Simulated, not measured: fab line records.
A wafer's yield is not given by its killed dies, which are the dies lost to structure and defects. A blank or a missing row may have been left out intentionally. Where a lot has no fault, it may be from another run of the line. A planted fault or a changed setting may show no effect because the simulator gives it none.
3 desks, one fault :: flow n5-finfet :: numbers are kept per desk, each desk with only its own; the story behind them comes last

== AT THE TOOL OWNER'S DESK: rie-diel-04 ==
The tool's own readings at N5_BEOL_M6_ETCH_62 (etches SOC in N2/H2, target depth 110 nm, overetch 22 nm, time 165 s): means of the sampled wafers that have a number, for each lot that ran on this tool. If a lot's mean is further than 4 standard deviations from the usual mean, the lot is out of limits and carries the mark OUT (the distance appears in the brackets).
Columns: A = drypump-motor-current-A at N5_BEOL_M6_ETCH_62, usual 5.5 A; B = h2-flow-sccm at N5_BEOL_M6_ETCH_62, usual 200.0 sccm; C = oes-product-au at N5_BEOL_M6_ETCH_62, usual 0.66 a.u.; D = rf-vpp-V at N5_BEOL_M6_ETCH_62, usual 524.7 V; E = showerhead-plenum-p-Torr at N5_BEOL_M6_ETCH_62, usual 2.58 Torr; F = throttle-valve-pct at N5_BEOL_M6_ETCH_62, usual 17.92 %
lot: L434
first seen here: day 10 11:45
A: 5.2
B: 199.9
C: 0.78
D: 527.1
E: 2.68
F: 17.89

lot: L433
first seen here: day 10 15:28
A: 5.5
B: 200.8
C: 0.70
D: 525.6
E: 2.68
F: 17.80

lot: L437
first seen here: day 11 03:20
A: 5.6
B: 200.1
C: 0.73
D: 526.5
E: 2.69
F: 17.76

lot: L438
first seen here: day 11 21:30
A: 5.3
B: 199.7
C: 0.69
D: 526.2
E: 2.65
F: 17.93

lot: L443
first seen here: day 12 18:44
A: 5.3
B: 199.6
C: 0.69
D: 526.5
E: 2.65
F: 17.94

lot: L447
first seen here: day 13 19:11
A: 5.4
B: 200.2
C: 0.61
D: 525.0
E: 2.64
F: 17.95
Result from this desk: across the 6 lots, nothing is out of limits.

== THE DEFECT DESK ==
Counts from the inspections along the route, per lot, as means over the sampled wafers that have a number. If a lot's mean is further than 4 standard deviations from the usual mean, the lot is out of limits and carries the mark OUT (the distance appears in the brackets).
Columns: A = raw-defect-count at N5_BEOL_M6_INSPECT_13, usual 391
lot: L428
first seen here: day 9 01:42
A: 458

lot: L429
first seen here: day 9 06:40
A: 301

lot: L434
first seen here: day 10 11:31
A: 490

lot: L435
first seen here: day 10 11:50
A: 389

lot: L433
first seen here: day 10 14:57
A: 372

lot: L437
first seen here: day 11 03:11
A: 377

lot: L438
first seen here: day 11 21:19
A: 421

lot: L441
first seen here: day 12 12:16
A: 449

lot: L443
first seen here: day 12 18:05
A: 430

lot: L447
first seen here: day 13 19:03
A: 354
Result from this desk: across the 10 lots, nothing is out of limits.

== THE METROLOGY DESK ==
What the gauges read for every lot (on any tool): the sampled wafers with a number, averaged. If a lot's mean is further than 4 standard deviations from the usual mean, the lot is out of limits and carries the mark OUT (the distance appears in the brackets).
Columns: A = M6_OVL at N5_BEOL_M6_OVL_MEAS_12, usual -0.3 nm; B = cd-nm at N5_BEOL_M6_CD_MEAS_18, usual 39.6 nm
lot: L428
first seen here: day 9 01:41
A: 0.3
B: 40.3

lot: L429
first seen here: day 9 06:38
A: -0.6
B: 39.4

lot: L434
first seen here: day 10 11:29
A: -0.4
B: 39.8

lot: L435
first seen here: day 10 11:49
A: -0.2
B: 38.8

lot: L433
first seen here: day 10 14:56
A: -0.1
B: 40.0

lot: L437
first seen here: day 11 03:09
A: 0.4
B: 39.8

lot: L438
first seen here: day 11 21:17
A: -1.9
B: 40.3

lot: L441
first seen here: day 12 12:14
A: -1.2
B: 39.8

lot: L443
first seen here: day 12 18:03
A: 0.0
B: 40.4

lot: L447
first seen here: day 13 19:02
A: -0.9
B: 40.9
Result from this desk: across the 10 lots, nothing is out of limits.

== TAKEN TOGETHER ==
Nothing out of limits was seen by the tool owner's desk.
The defect desk saw nothing out of limits.
From the metrology desk's view, nothing was out of limits.

== WHAT HAD BEEN PUT IN BY THE SIMULATOR ==
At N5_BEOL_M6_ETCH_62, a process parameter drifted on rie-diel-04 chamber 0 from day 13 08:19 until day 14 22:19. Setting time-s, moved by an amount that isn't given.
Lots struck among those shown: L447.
